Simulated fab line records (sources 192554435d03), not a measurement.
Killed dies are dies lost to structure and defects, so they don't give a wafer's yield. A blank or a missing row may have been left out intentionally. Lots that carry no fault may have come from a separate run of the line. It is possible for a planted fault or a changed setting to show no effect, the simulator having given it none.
fab line records | flow n5Finfet
record lots=6 | wafers=18 | lastDay=17
route steps=1938 shown HKMG_FIN@441 GATE_CUT@465 PASSIVATION@1936
lots with no fault: from the same line, run without faults
startH: the number of hours between the record's first day and the start of the first shown wafer of the lot | waitH: time in hours since the lot's previous step | " identical to the entry in the row above | L1.1+2: a row that stands for several wafers | - value missing, or start not given | * or withheld: withheld | < > ~ a bound
route shown NAME@n: a module of which the file shows steps, and the number in the route of the first | usual: the fault-free wafers' mean and standard deviation | same: alike in all rows | chamber/n: place in a boat | sites: readings site by site | _std_site: standard deviation of those values | _edge_site: inner sites' mean taken away from outer sites' mean | radiusMm: how far each site lies from the wafer's centre | mask NAME#n: copy n | behind: the most recent tool/chamber to have shaped the wafer | hold: reason for holding the lot/hours on hold/outcome of the hold | device: the n, p or np transistor that did not switch | end of line: the tests these same wafers got at the end of their route | step lacking rows: just its recipe | killed: dies lost to structure and defects at the first sort, not the wafer's yield | map: the dies of a wafer, with x for killed, . for not killed, _ for no die there
set.NAME: the setting that was run; set.NAME@STEP: the one run at that earlier step | model.NAME: the simulator's own value behind a step, which no gauge read
lots at selected steps of the route; one table per step, one row per wafer
services: from which hour (startH, from the record's first day; less than 0 if before it) a tool's chamber was out of use, for how many hours, and why
## steps
# step N5_HKMG_FIN_STRIP_19
# recipe chemistry=N2/H2 | powerW=2500 | tempC=300 | h2Frac=0.65 | timeS=360 | pressureMtorr=withheld | n2FlowSccm=1750 | h2FlowSccm=3250
# step N5_HKMG_FIN_ALD_91
# recipe material=TiN | targetThkA=10 | tempC=400 | aldPrecursorFamily=TiCl4 | aldCoReactant=NH3 | pulseTimeS=1 | purgeTimeS=3 | coReactantPurgeTimeS=2 | coReactantPulseTimeS=2 | aldCycles=47 | pressureTorr=3
# usual heaterPowerW=871/99 | precursorPulseHeightRel=0.998/0.018 | susceptorTempC=399.97/0.2
lot.wafer | tool        | chamber | startH | waitH | heaterPowerW | precursorPulseHeightRel | sinceWetCleanH | susceptorTempC
L996.2    | aldMetal-01 | 2       | 111.32 | 0.3   | 1054         | 0.968                   | 4390           | 400.00
L996.3    | "           | 1       | "      | "     | 987          | 0.994                   | 4390           | 399.95
L996.5    | "           | 1       | "      | "     | 973          | 0.985                   | -              | 399.89
L100.1    | aldMetal-01 | 0       | 129.88 | 0.3   | 738          | 0.985                   | 4408           | 400.13
L100.3    | "           | 2       | "      | "     | 1059         | 1.006                   | 4408           | 400.07
L100.4    | "           | 3       | "      | "     | 923          | 0.987                   | 4408           | 399.86
L101.1    | aldMetal-03 | 1       | 139.57 | 0.3   | 935          | 0.998                   | 1341           | 400.06
L101.4    | "           | 3       | "      | "     | 714          | 0.996                   | 1341           | 399.68
L101.5    | "           | 2       | "      | "     | 819          | 1.005                   | -              | 400.26
L102.3    | aldMetal-02 | 0       | 142.75 | 0.1   | 994          | 1.010                   | 2883           | 399.67
L102.4    | "           | 1       | "      | "     | 805          | 1.003                   | 2883           | 400.20
L102.6    | "           | 0       | "      | "     | 965          | 1.005                   | -              | 400.00
L108.1    | aldMetal-01 | 0       | 178.34 | 0.3   | 757          | 1.005                   | 4457           | 399.83
L108.3    | "           | 2       | "      | "     | 1034         | 0.994                   | 4457           | 400.09
L108.6    | "           | 3       | "      | "     | 909          | 0.985                   | -              | 400.40
L110.2    | aldMetal-03 | 3       | 192.59 | 0.3   | 703          | 0.985                   | 1394           | 400.03
L110.4    | "           | 1       | "      | "     | 927          | 1.013                   | 1394           | 400.01
L110.6    | "           | 0       | "      | "     | 837          | 1.000                   | -              | 400.09
# step N5_HKMG_FIN_COAT_85
# recipe resist=SOC | tempC=250 | timeS=60 | spinRpm=1500 | resistThkNm=300
# step N5_HKMG_FIN_ETCH_86
# recipe chemistry=N2/H2 | target=SOC | targetDepthA=3932 | stopOn=TiN | ionEnergyEv=100 | biasW=61 | pressureMtorr=30 | sourceW=850 | n2FlowSccm=200 | h2FlowSccm=200
# step N5_HKMG_FIN_STRIP_89
# recipe chemistry=N2/H2 | material=SOC | timeS=20 | powerW=500 | tempC=40 | pressureMtorr=50 | rfFrequencyHz=6e+07 | biasPowerW=8 | h2Frac=0.5 | n2FlowSccm=300 | h2FlowSccm=300
# step N5_HKMG_FIN_WET_ETCH_87
# recipe chemistry=SC1 | target=TiN | mix=1:2:40 | tempC=50 | timeS=154.2 | targetDepthNm=4.7 | dry=ipaMarangoni | rinseTimeS=30 | rinseTempC=23
# step N5_HKMG_FIN_STRIP_88
# recipe chemistry=N2/H2 | powerW=2500 | tempC=300 | h2Frac=0.65 | timeS=360 | pressureMtorr=withheld | n2FlowSccm=1750 | h2FlowSccm=3250
# step N5_HKMG_FIN_NWFM_ALD_20
# recipe material=TiAlC | targetThkA=20 | tempC=300 | aldPrecursorFamily=TiCl4 | aldCoReactant=TEA | pulseTimeS=3 | purgeTimeS=2 | coReactantPurgeTimeS=2 | coReactantPulseTimeS=10 | aldCycles=7 | pressureTorr=3
# step N5_HKMG_FIN_ALD_71
# recipe material=TiN | targetThkA=10 | tempC=400 | aldPrecursorFamily=TiCl4 | aldCoReactant=NH3 | pulseTimeS=1 | purgeTimeS=3 | coReactantPurgeTimeS=2 | coReactantPulseTimeS=2 | aldCycles=47 | pressureTorr=3
# usual heaterPowerW=861/98 | precursorPulseHeightRel=1.001/0.02 | susceptorTempC=399.98/0.2
lot.wafer | tool        | chamber | startH | waitH | heaterPowerW | precursorPulseHeightRel | sinceWetCleanH | susceptorTempC
L996.2    | aldMetal-01 | 2       | 112.39 | 0.0   | 1074         | 1.016                   | 4391           | 399.99
L996.3    | "           | 1       | "      | "     | 957          | 1.011                   | 4391           | 400.35
L996.5    | "           | 0       | "      | "     | 770          | 1.023                   | -              | 400.22
L100.1    | aldMetal-02 | 1       | 130.95 | 0.0   | 809          | 0.990                   | 2871           | 400.10
L100.3    | "           | 0       | "      | "     | 966          | 1.010                   | 2871           | 399.89
L100.4    | "           | 2       | "      | "     | 760          | 1.000                   | 2871           | 399.81
L101.1    | aldMetal-03 | 3       | 140.71 | 0.0   | 725          | 1.018                   | 1342           | 399.28
L101.4    | "           | 1       | "      | "     | 932          | 1.020                   | 1342           | 400.04
L101.5    | "           | 3       | "      | "     | 710          | 1.008                   | -              | 399.80
L102.3    | aldMetal-03 | 2       | 143.83 | 0.0   | 821          | 0.992                   | 1345           | 400.06
L102.4    | "           | 0       | "      | "     | 833          | 1.011                   | 1345           | 400.05
L102.6    | "           | 2       | "      | "     | 819          | 0.991                   | -              | 400.05
L108.1    | aldMetal-01 | 3       | 179.41 | 0.0   | 936          | 1.007                   | 4458           | 400.35
L108.3    | "           | 2       | "      | "     | 1051         | 1.020                   | 4458           | 399.69
L108.6    | "           | 0       | "      | "     | 759          | 0.972                   | -              | 399.70
L110.2    | aldMetal-01 | 2       | 193.66 | 0.0   | 1061         | 0.995                   | 4472           | 399.81
L110.4    | "           | 0       | "      | "     | 778          | 1.032                   | -              | 399.69
L110.6    | "           | 2       | "      | "     | 1056         | 0.983                   | -              | 399.73
# step N5_HKMG_FIN_COAT_66
# recipe resist=SOC | tempC=250 | timeS=60 | spinRpm=1500 | resistThkNm=300
# step N5_HKMG_FIN_ETCH_67
# recipe chemistry=N2/H2 | target=SOC | targetDepthA=3889 | stopOn=TiN | ionEnergyEv=100 | biasW=61 | pressureMtorr=30 | sourceW=850 | n2FlowSccm=200 | h2FlowSccm=200
# step N5_HKMG_FIN_STRIP_90
# recipe chemistry=N2/H2 | material=SOC | timeS=20 | powerW=500 | tempC=40 | pressureMtorr=50 | rfFrequencyHz=6e+07 | biasPowerW=8 | h2Frac=0.5 | n2FlowSccm=300 | h2FlowSccm=300
# step N5_HKMG_FIN_WET_ETCH_73
# recipe chemistry=SC1 | mix=1:2:40 | tempC=50 | timeS=42.3 | targetDepthNm=1.3 | dry=ipaMarangoni | rinseTimeS=30 | rinseTempC=23
# usual nh4ohFlowMLMin=34.89/0.1 | tempC=50.01/0.1
# same rinseTimeS=30 | timeS=42.3
lot.wafer | tool        | chamber | startH | waitH | nh4ohFlowMLMin | tempC
L996.2    | wetBench-04 | 6       | 112.94 | 0.1   | 35.07          | 50.10
L996.3    | "           | 4       | "      | "     | 34.82          | 49.92
L996.5    | "           | 7       | "      | "     | 34.96          | 50.01
L100.1    | wetBench-06 | 3       | 131.45 | 0.1   | 34.95          | 49.97
L100.3    | "           | 6       | "      | "     | 35.15          | 49.95
L100.4    | "           | 7       | "      | "     | 34.76          | 50.05
L101.1    | wetBench-06 | 3       | 141.22 | 0.1   | 34.81          | 50.07
L101.4    | "           | 6       | "      | "     | 34.88          | 50.01
L101.5    | "           | 7       | "      | "     | 34.86          | 49.99
L102.3    | wetBench-05 | 2       | 144.33 | 0.1   | 34.82          | 49.95
L102.4    | "           | 6       | "      | "     | 34.97          | 50.21
L102.6    | "           | 7       | "      | "     | 34.86          | 49.86
L108.1    | wetBench-04 | 2       | 179.96 | 0.1   | 34.67          | 49.95
L108.3    | "           | 1       | "      | "     | 34.82          | 50.08
L108.6    | "           | 6       | "      | "     | 34.93          | 50.04
L110.2    | wetBench-04 | 1       | 194.16 | 0.1   | 34.99          | 50.00
L110.4    | "           | 7       | "      | "     | 34.89          | 49.86
L110.6    | "           | 6       | "      | "     | 35.05          | 50.03
# step N5_HKMG_FIN_ETCHBACK_68
# recipe chemistry=Cl2/Ar | stopOn=HfO2 | targetDepthA=5 | pressureMtorr=10 | icpW=600 | biasW=60 | Cl2_flow_sccm=40 | Ar_flow_sccm=60
# step N5_HKMG_FIN_STRIP_69
# recipe chemistry=N2/H2 | powerW=2500 | tempC=300 | h2Frac=0.65 | timeS=360 | pressureMtorr=withheld | n2FlowSccm=1750 | h2FlowSccm=3250
# step N5_HKMG_FIN_ALD_21
# recipe material=TiN | targetThkA=15 | tempC=400 | aldPrecursorFamily=TiCl4 | aldCoReactant=NH3 | pulseTimeS=1 | purgeTimeS=3 | coReactantPurgeTimeS=2 | coReactantPulseTimeS=2 | aldCycles=68 | pressureTorr=3
# step N5_HKMG_FIN_ALD_72
# recipe material=W | targetThkA=20 | tempC=300 | pressureTorr=7.5 | aldPrecursorFamily=WF6 | aldCoReactant=B2H6 | pulseTimeS=1 | purgeTimeS=2 | coReactantPurgeTimeS=2 | coReactantPulseTimeS=3 | aldCycles=7
# step N5_HKMG_FIN_W_FILL_22
# recipe material=W | targetThkA=600 | tempC=400 | pressureTorr=39.4 | timeS=18.2
# step N5_HKMG_FIN_PRECLEAN_83
# recipe chemistry=DIW | timeS=57.5 | tempC=23
# step N5_HKMG_FIN_SRD_84
# recipe dryTimeS=32 | dry=n2Spin | spinRpm=1500
# step N5_HKMG_FIN_CMP_23
# recipe stopOn=SiNx | tOverpolishS=10 | postCmpClean=rinseOnly | downForcePsi=4 | platenRpm=50.289 | padVelocityMS=1.0006 | targetThkNm=46.326
# step N5_HKMG_FIN_CMP_94
# recipe stopOn=SiNx | postCmpClean=wDiluteNh4oh | tOverpolishS=4.7 | downForcePsi=4 | platenRpm=50.289 | padVelocityMS=1.0006 | targetThkNm=43.299
# step N5_GATE_CUT_ETCHBACK_00
# recipe chemistry=SF6/Cl2 | target=W | pressureMtorr=8 | icpW=900 | biasW=80 | SF6_flow_sccm=40 | Cl2_flow_sccm=60
# step N5_GATE_CUT_ETCH_56
# recipe chemistry=Cl2/Ar | target=TiN | targetDepthA=216 | pressureMtorr=10 | icpW=600 | biasW=60 | Cl2_flow_sccm=40 | Ar_flow_sccm=60
# step N5_GATE_CUT_ETCHBACK_30
# recipe chemistry=Cl2/Ar | target=TiN | targetDepthA=30 | mode=isotropic | pressureMtorr=10 | icpW=600 | biasW=60 | Cl2_flow_sccm=40 | Ar_flow_sccm=60
# step N5_GATE_CUT_VAPOR_ETCH_60
# recipe chemistry=BCl3/Cl2 | target=HfO2 | mode=isotropic
# usual drypumpMotorCurrentA=5.9/0.35 | oesProductAu=0.77/0.12
lot.wafer | tool        | chamber | startH | waitH | drypumpMotorCurrentA | oesProductAu
L996.2    | rieMetal-03 | 1       | 115.25 | 0.0   | 5.5                  | 0.73
L996.3    | "           | 0       | "      | "     | 5.6                  | 0.64
L996.5    | "           | 0       | "      | "     | 5.7                  | 0.64
L100.1    | rieMetal-02 | 0       | 133.67 | 0.0   | 6.3                  | 0.98
L100.3    | "           | 0       | "      | "     | 6.3                  | 0.99
L100.4    | "           | 1       | "      | "     | 6.5                  | 0.73
L101.1    | rieMetal-01 | 0       | 143.32 | 0.0   | 5.7                  | 0.94
L101.4    | "           | 0       | "      | "     | 5.7                  | 0.93
L101.5    | "           | 1       | "      | "     | 6.1                  | 0.88
L102.3    | rieMetal-01 | 0       | 146.56 | 0.0   | 5.7                  | 0.95
L102.4    | "           | 1       | "      | "     | 6.1                  | 0.88
L102.6    | "           | 1       | "      | "     | 6.0                  | 0.88
L108.1    | rieMetal-03 | 1       | 182.06 | 0.0   | 5.5                  | 0.73
L108.3    | "           | 1       | "      | "     | 5.5                  | 0.73
L108.6    | "           | 1       | "      | "     | 5.5                  | 0.73
L110.2    | rieMetal-03 | 0       | 196.31 | 0.0   | 5.7                  | 0.64
L110.4    | "           | 1       | "      | "     | 5.4                  | 0.73
L110.6    | "           | 1       | "      | "     | 5.5                  | 0.73
# step N5_GATE_CUT_ETCH_58
# recipe chemistry=CH3F/O2 | target=SiNx | targetDepthA=170 | timeS=128.6 | ionEnergyEv=50 | pressureMtorr=30 | sourceW=415 | biasW=21 | Ar_flow_sccm=150 | CH3F_flow_sccm=30 | O2_flow_sccm=20
# usual drypumpMotorCurrentA=5.7/0.4 | oesProductAu=0.76/0.062 | rfVppV=99.0/0.97 | showerheadPlenumPTorr=2.01/0.075 | throttleValvePct=16.38/0.17
# same timeS=128.6
lot.wafer | tool       | chamber | startH | waitH | drypumpMotorCurrentA | oesProductAu | rfHoursCounterH | rfVppV | showerheadPlenumPTorr | throttleValvePct
L996.2    | rieDiel-02 | 3       | 115.35 | 0.1   | 5.9                  | 0.72         | 178             | 100.6  | 1.91                  | 16.35
L996.3    | "          | 2       | "      | "     | 4.9                  | 0.76         | 167             | 96.8   | 1.99                  | 16.18
L996.5    | "          | 3       | "      | "     | 5.9                  | 0.72         | -               | 98.1   | 1.91                  | 16.37
L100.1    | rieDiel-05 | 2       | 133.72 | 0.0   | 5.6                  | 0.73         | 197             | 98.9   | 2.08                  | 16.41
L100.3    | "          | 0       | "      | "     | 5.9                  | 0.88         | 59              | 100.0  | 2.12                  | 16.32
L100.4    | "          | 3       | "      | "     | 5.6                  | 0.72         | 203             | 99.5   | 2.07                  | 16.41
L101.1    | rieDiel-01 | 1       | 143.37 | 0.0   | 6.5                  | 0.91         | 29              | 100.6  | 2.03                  | 16.07
L101.4    | "          | 3       | "      | "     | 5.0                  | 0.73         | 184             | 99.9   | 1.92                  | 16.35
L101.5    | "          | 0       | "      | "     | 6.0                  | 0.78         | -               | 97.8   | 1.92                  | 16.47
L102.3    | rieDiel-01 | 1       | 146.60 | 0.0   | 6.5                  | 0.90         | 30              | 98.0   | 2.03                  | 16.05
L102.4    | "          | 2       | "      | "     | 6.0                  | 0.73         | 174             | 99.5   | 2.08                  | 16.51
L102.6    | "          | 3       | "      | "     | 5.0                  | 0.72         | -               | 97.1   | 1.92                  | 16.35
L108.1    | rieDiel-01 | 1       | 182.11 | 0.0   | 6.5                  | 0.88         | 42              | 99.2   | 2.02                  | 16.07
L108.3    | "          | 3       | "      | "     | 5.0                  | 0.71         | 196             | 98.6   | 1.91                  | 16.38
L108.6    | "          | 1       | "      | "     | 6.5                  | 0.89         | -               | 99.3   | 2.02                  | 16.07
L110.2    | rieDiel-05 | 1       | 196.44 | 0.1   | 5.7                  | 0.71         | 179             | 97.4   | 1.92                  | 16.75
L110.4    | "          | 3       | "      | "     | 5.6                  | 0.70         | 223             | 99.0   | 2.07                  | 16.45
L110.6    | "          | 0       | "      | "     | 5.9                  | 0.84         | -               | 99.3   | 2.11                  | 16.36
# step N5_GATE_CUT_STRIP_59
# recipe chemistry=N2/H2 | timeS=20 | powerW=100 | tempC=40 | pressureMtorr=100 | rfFrequencyHz=6e+07 | biasPowerW=3 | n2FlowSccm=300 | h2FlowSccm=300
# step N5_GATE_CUT_PRECLEAN_31
# recipe tempC=23 | chemistry=DIW | timeS=300
# step N5_GATE_CUT_SRD_32
# recipe timeS=30 | tempC=23 | rinseLiquid=diw | dry=ipaMarangoni
# step N5_GATE_CUT_SAC_CAP_01
# recipe material=SiNx | targetThkA=240 | tempC=400 | aldPrecursorFamily=SiH2I2 | aldCoReactant=N2/H2-plasma | pulseTimeS=1 | aldCycles=480 | purgeTimeS=2 | coReactantPurgeTimeS=2 | pressureTorr=2
# step N5_GATE_CUT_PECVD_57
# recipe material=SiNx | targetThkA=210 | tempC=400 | precursor=SiH4/NH3/N2 | pressureTorr=1.5 | rfW=300
# step N5_GATE_CUT_CMP_02
# recipe stopOn=SiO2 | tOverpolishS=12.7 | postCmpClean=alkalineBrush | downForcePsi=2.5 | platenRpm=51.8 | padVelocityMS=1.0307 | targetThkNm=0
# usual motorCurrentA=9.3/1.1 | overpolishRunS=12.700/0.0097 | slurryFilterDpKPa=13.51/0.13 | timeToEndpointS=24.6/2.6
lot.wafer | tool   | chamber | startH | waitH | motorCurrentA | overpolishRunS | slurryFilterDpKPa | timeToEndpointS
L996.2    | cmp-01 | 2       | 118.13 | 0.1   | 8.7           | 12.717         | 13.42             | 25.9
L996.3    | "      | 3       | "      | "     | 10.1          | 12.707         | 13.39             | 29.7
L996.5    | "      | 2       | "      | "     | 8.7           | 12.703         | 13.55             | 25.3
L100.4    | cmp-04 | 0       | 136.41 | 0.0   | 8.3           | 12.682         | 13.52             | 27.0
L100.3    | "      | 1       | "      | "     | 10.3          | 12.701         | 13.24             | 22.3
L100.1    | "      | 3       | "      | "     | 6.9           | 12.691         | 13.48             | 27.2
L101.4    | cmp-03 | 1       | 145.95 | 0.0   | 8.6           | 12.703         | 13.45             | 26.2
L101.1    | "      | 3       | "      | "     | 9.5           | 12.697         | 13.43             | 23.0
L101.5    | "      | 2       | "      | "     | 9.8           | 12.692         | 13.38             | 30.1
L102.4    | cmp-03 | 2       | 149.29 | 0.0   | 10.0          | 12.704         | 13.37             | 28.2
L102.3    | "      | 3       | "      | "     | 10.1          | 12.703         | 13.44             | 22.5
L102.6    | "      | 2       | "      | "     | 10.1          | 12.691         | 13.52             | 28.7
L108.3    | cmp-01 | 1       | 184.89 | 0.1   | 10.1          | 12.687         | 13.75             | 23.4
L108.1    | "      | 2       | "      | "     | 8.0           | 12.709         | 13.44             | 23.7
L108.6    | "      | 0       | "      | "     | 7.5           | 12.703         | 13.59             | 22.9
L110.2    | cmp-01 | 2       | 199.06 | 0.1   | 8.0           | 12.694         | 13.69             | 22.8
L110.4    | "      | 1       | "      | "     | 10.5          | 12.703         | 13.50             | 22.6
L110.6    | "      | 2       | "      | "     | 7.7           | 12.708         | 13.60             | 21.3
# step N5_GATE_CUT_HM_DEP_46
# recipe material=SiO2 | targetThkA=1300 | tempC=400 | precursor=TEOS/O2 | pressureTorr=6.5 | rfW=900 | teosFlowSccm=161.4 | gas=O2 | flowSccm=2650 | timeS=26.6
# step N5_GATE_CUT_COAT_34
# recipe resist=SOC | tempC=250 | timeS=60 | spinRpm=1500 | resistThkNm=60
# step N5_GATE_CUT_COAT_35
# recipe resist=SiARC | tempC=220 | timeS=60 | spinRpm=1500 | resistThkNm=10
# step N5_GATE_CUT_COAT_27
# recipe resist=underlayer | tempC=205 | timeS=60 | spinRpm=1500 | resistThkNm=10
# step N5_GATE_CUT_COAT_07
# recipe resist=CAR-EUV | spinRpm=1500 | resistThkNm=30
# step N5_GATE_CUT_EBR_09
# recipe solvent=PGMEA | ebrWidthMm=1.5
# step N5_PASSIVATION_PROBE_49
# usual defectLimitedYield=91.0/1.3 | killed_at_M0_to_M3=36/9.5 | killed_at_M4_up=14/5.6 | killedAtContacts=12/6.4 | killedAtFrontEnd=40/10 | killedAtOther=3.2/3 | killedDies=107/15 | killedOpen=69/12 | killedShort=35/7.7 | sort_bin_5_function=5.3/0.91 | sort_bin_6_memory=3.3/0.65 | sortNPass=1073/15 | sortYieldPct=91.0/1.3
# same grossDies=1180 | killedAtBackSide=0 | sort_bin_4_leakage[%]=0 | sort_bin_8_speed[%]=0
lot.wafer | tool      | chamber | startH | waitH | defectLimitedYield[%] | killed_at_M0_to_M3 | killed_at_M4_up | killedAtContacts | killedAtFrontEnd | killedAtOther | killedDies | killedOpen | killedShort | sort_bin_5_function[%] | sort_bin_6_memory[%] | sortNPass | sortYieldPct[%]
L108.1    | prober-02 | -       | 381.73 | 0.0   | 81.8                  | 31                 | 5               | 12               | 165              | 2             | 215        | 54         | 17          | 11.7                   | 3.7                  | 965       | 81.8
L108.3    | prober-02 | -       | 381.83 | 0.1   | 79.9                  | 34                 | 15              | 15               | 171              | 2             | 237        | 69         | 38          | 12.4                   | 4.8                  | 943       | 79.9
L108.6    | prober-02 | -       | 381.98 | 0.3   | 83.7                  | 27                 | 12              | 9                | 143              | 1             | 192        | 63         | 25          | 10.5                   | 3.6                  | 988       | 83.7
L110.2    | prober-02 | -       | 404.66 | 0.1   | 79.7                  | 51                 | 12              | 6                | 170              | 0             | 239        | 63         | 40          | 13.1                   | 4.2                  | 941       | 79.7
L110.4    | prober-02 | -       | 404.76 | 0.2   | 80.2                  | 29                 | 7               | 7                | 191              | 0             | 234        | 63         | 37          | 13.1                   | 4.1                  | 946       | 80.2
L110.6    | prober-02 | -       | 404.86 | 0.3   | 80.0                  | 53                 | 23              | 6                | 146              | 8             | 236        | 76         | 48          | 13.1                   | 4.1                  | 944       | 80.0
# killed by level:class
L108.1 HKMG_FIN:unspecified=133 STI_FIN_REVEAL:geometricParticle:open=13 BEOL_M3:geometricParticle:open=13 MOL_CONTACT_COAG:geometricParticle:open=10 HKMG_FIN:areaEtch=7 BEOL_M2:geometricParticle:open=4 BEOL_M3:geometricParticle:short=4 BEOL_M0_SAQP:geometricParticle:short=3
L108.3 HKMG_FIN:unspecified=127 STI_FIN_REVEAL:geometricParticle:open=15 MOL_CONTACT_COAG:geometricParticle:open=10 BEOL_M2:geometricParticle:open=8 BEOL_M4:geometricParticle:open=7 FIN_SAQP:geometricParticle:short=6 BEOL_M3:geometricParticle:open=6 STI_FIN_REVEAL:geometricParticle:short=5
L108.6 HKMG_FIN:unspecified=103 STI_FIN_REVEAL:geometricParticle:open=12 BEOL_M1:geometricParticle:open=9 MOL_CONTACT_COAG:geometricParticle:open=7 BEOL_M4:geometricParticle:open=7 DUMMY_GATE:geometricParticle:open=6 FIN_SAQP:geometricParticle:short=5 STI_FIN_REVEAL:geometricParticle:short=5
L110.2 HKMG_FIN:unspecified=132 BEOL_M0_SAQP:geometricParticle:short=15 BEOL_M0_SAQP:geometricParticle:open=14 FIN_SAQP:geometricParticle:short=13 FIN_SAQP:geometricParticle:open=9 BEOL_M1:geometricParticle:open=6 BEOL_M3:geometricParticle:open=5 BEOL_M2:geometricParticle:open=4
L110.4 HKMG_FIN:unspecified=130 FIN_SAQP:geometricParticle:short=19 FIN_SAQP:geometricParticle:open=16 BEOL_M0_SAQP:geometricParticle:short=8 STI_FIN_REVEAL:geometricParticle:open=7 MOL_CONTACT_COAG:geometricParticle:open=7 BEOL_M0_SAQP:geometricParticle:open=6 STI_FIN_REVEAL:geometricParticle:short=4
L110.6 HKMG_FIN:unspecified=106 BEOL_M0_SAQP:geometricParticle:short=14 BEOL_M0_SAQP:geometricParticle:open=13 BEOL_M4:geometricParticle:open=12 BEOL_M2:geometricParticle:open=10 FIN_SAQP:geometricParticle:open=8 BEOL_M1:geometricParticle:open=7 FIN_SAQP:geometricParticle:short=6
# map L108.3 (x killed, . not)
_________________...x.......x________________
______________.................x_____________
___________.....x..x.x......x......__________
__________.........x...............x_________
________.......................x....xx_______
_______..x..............x...x.........x______
______..x........x.........x.xx.x......._____
_____...x......x..x...........x..........____
____.................x..x...x.............___
___.......x.x....x.x...x......xx..x.x......__
___...x....x...xxxxxxx.............x.......__
__x.........x.xxxxxxxxx......x.............._
__......x..xxxxxxxxxxxxxx.............x....._
_.........xxxxxxxxxxxxxx................x....
_x........xxxxxxxxxxxxxx.x..........x....x...
_..........xxxxxxxxxxxx....xx....x.........x.
_..x.....x.xxxxxxxxxxxxx..............x...x..
_.x...x...x..xxxxxxxxxxxx.....x............x.
_......x...x.xxxxxxxxxx..........x...........
_....x.....xxxx..xxxxxx..................x...
_....x.xx.......xxxx.x...x...................
__x.xx.......x.x.x.x....x..............xxx.._
__...............................x.........._
___.............x........x..x.x............__
___.xx..x......x...........................__
____..x........x....x.................x...___
_____..x.....x...........................____
______.................................._____
_______.x.....x.x.x...................x______
________x..xx.......x.....x..........._______
__________......x.................x._________
___________.............xx....x....__________
______________.........x......x._____________
_________________.....x......________________
# map L110.2 (x killed, . not)
_________________..x.........________________
______________x................._____________
___________........................__________
__________....x....................._________
________........xx............x......._______
_______.................x..............______
______................x.......x........._____
_____.......x......x.x...................____
____.......xxx..x..........x.x.......x....___
___........x..x..xxx...........x...x.......__
___.......x..xxxxxxxx..............x.......__
__.......xxx.xxxxxxxxxxx.....xx............._
__......x.xx.xxxxxxxxx.xx...x........xxx...._
_....x...xx.xxxxxxxxxxxx...x.......x...x.....
_..x.....xxxxxxxxxxxxxxxxx..x................
_...xx...xxxxxxxxxxxxx...x.................x.
_..xx.....xxxxxxxxxxxxxx.x............x......
_.......x...xxxxxxxxxxx....................x.
_x....x...x.xxxxxxxxxxxx................x..x.
_.......x....xxxxx.xxx......x......x.........
_x.........x..xxxxx....xx..x..............x..
__...x...x...x.xxx......x..................._
__................x.x..x.......x............_
___...x..............x..x...x..............__
___.........x...x.....x.x.x..............x.__
____...x.x.......................x...x....___
_____....................xxx....x.....x..____
______........................x........._____
_______......x.........................______
________.x...............x............_______
__________...xx..........x..x......._________
___________...x.xx........x..x.....__________
______________........x........._____________
_________________x...........________________
## services
tool        | chamber | startH | hours | kind
rieDiel-05  | 1       | 91.99  | 2.6   | repair
rieDiel-02  | 1       | 92.88  | 3.0   | repair
cmp-03      | -       | 96.44  | 0.5   | repair
rieMetal-01 | -       | 99.24  | 14.6  | pm
aldMetal-03 | -       | 103.90 | 0.6   | repair
rieDiel-02  | 1       | 113.71 | 14.4  | repair
rieMetal-02 | 0       | 113.85 | -     | clean
rieMetal-02 | 0       | 113.85 | 18.5  | scheduledDown
rieMetal-02 | 0       | 113.85 | 18.5  | ventCycle
rieMetal-01 | -       | 114.03 | 1.3   | repair
aldMetal-02 | 3       | 120.85 | 3.3   | repair
rieMetal-02 | 1       | 140.89 | 24.9  | repair
cmp-04      | -       | 159.73 | 1.9   | repair
aldMetal-02 | -       | 160.91 | 2.8   | pm
rieDiel-02  | 1       | 163.00 | 10.2  | repair
cmp-01      | -       | 164.50 | 4.3   | pm
aldMetal-01 | 1       | 166.47 | 37.5  | repair
cmp-01      | -       | 173.86 | 3.3   | repair
aldMetal-01 | -       | 174.89 | 1.0   | repair
rieDiel-05  | 1       | 177.64 | 1.4   | repair
rieMetal-02 | -       | 177.85 | 0.3   | repair
rieDiel-01  | 0       | 181.02 | 4.1   | repair
rieMetal-01 | 0       | 188.31 | 14.9  | repair
aldMetal-03 | -       | 194.52 | 6.0   | pm
## key
firstSign step=N5_PASSIVATION_PROBE_49 | reading=killedAtFrontEnd | direction=up | sigmas=12 | usual=40 | struck=164
effect step=N5_PASSIVATION_PROBE_49 | reading=killedDies | direction=up | sigmas=7.7 | usual=107 | struck=226
moreKillsBornAt N5_HKMG_FIN_WET_ETCH_73@wetBench-04=731
metAt N5_HKMG_FIN_WET_ETCH_73
struckWafers L108.1,L108.3,L108.6,L110.2,L110.4,L110.6
onsetBetween 112.94 179.96
alsoFits time
earlierFault kind=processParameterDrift | tool=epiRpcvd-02 | chamber=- | onsetH=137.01 | steps=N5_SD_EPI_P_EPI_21 | channel=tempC | offset=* | shape=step | endH=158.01 | actsIn=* | stated=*
fault kind=chamberParticleSource | tool=wetBench-04 | chamber=- | onsetH=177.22 | steps=N5_HKMG_FIN_WET_ETCH_73 | ratePerVisitCm2=1.1145 | endH=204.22
